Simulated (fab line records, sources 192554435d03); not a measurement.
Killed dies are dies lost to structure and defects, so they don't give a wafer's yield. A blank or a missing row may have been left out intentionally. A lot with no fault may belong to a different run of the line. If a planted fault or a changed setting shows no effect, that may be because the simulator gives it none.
Matching of chambers | flow n5_finfet | N5_BEOL_M1_PECVD_72 on pecvd-02: 3 sister chambers
The step deposits SiO2 from TEOS/O2, target thk 16 nm, time 18 s. 6 wafers are shown with their chamber, then 9 later ones without.

WAFERS PAIRED WITH THEIR CHAMBERS
wafer  | chamber | showerhead_plenum_p_Torr (Torr) | heater_power_w (W)
L080.3 | 2       | 8.77                            | 489
L081.2 | 0       | 8.80                            | 639
L081.5 | 1       | 8.72                            | 807
L083.1 | 0       | 8.80                            | 658
L083.3 | 1       | 8.70                            | 908
L083.6 | 2       | 8.80                            | 539

WAFERS WHOSE CHAMBER IS MISSING
wafer  | showerhead_plenum_p_Torr (Torr) | heater_power_w (W)
L087.3 | 8.77                            | 514
L087.5 | 8.72                            | 820
L087.6 | 8.78                            | 519
L097.2 | 8.79                            | 595
L097.5 | 8.80                            | 595
L097.6 | 8.81                            | 653
L096.1 | 8.81                            | 598
L096.5 | 8.75                            | 573
L096.6 | 8.80                            | 619

WHICH CHAMBER EACH ONE RAN IN
wafer  | from the rows above     | in truth
L087.3 | 2                       | 2
L087.5 | 1                       | 1
L087.6 | 2                       | 2
L097.2 | can't be placed: 0 or 2 | 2
L097.5 | can't be placed: 0 or 2 | 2
L097.6 | 0                       | 0
L096.1 | can't be placed: 0 or 2 | 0
L096.5 | can't be placed: 2 or 0 | 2
L096.6 | can't be placed: 0 or 2 | 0
Correctly placed: 4 of 9. From these rows, 5 cannot be placed; in 5 the true chamber is one of the candidates. Number placed wrongly: 0.
How it was worked out, from the rows above alone: a wafer's distance from a chamber is the root of the sum, over the readings, of the square of ((its reading less the chamber's mean) divided by the reading's scatter). If the next closest chamber is less than 2 further off than the closest, the wafer can't be placed; otherwise it belongs to the closest. The mean given for a chamber averages the wafers shown for that chamber. The scatter is the square root of a quotient: the sum, over the shown wafers, of each reading's squared deviation from its chamber's mean, divided by wafers minus chambers.
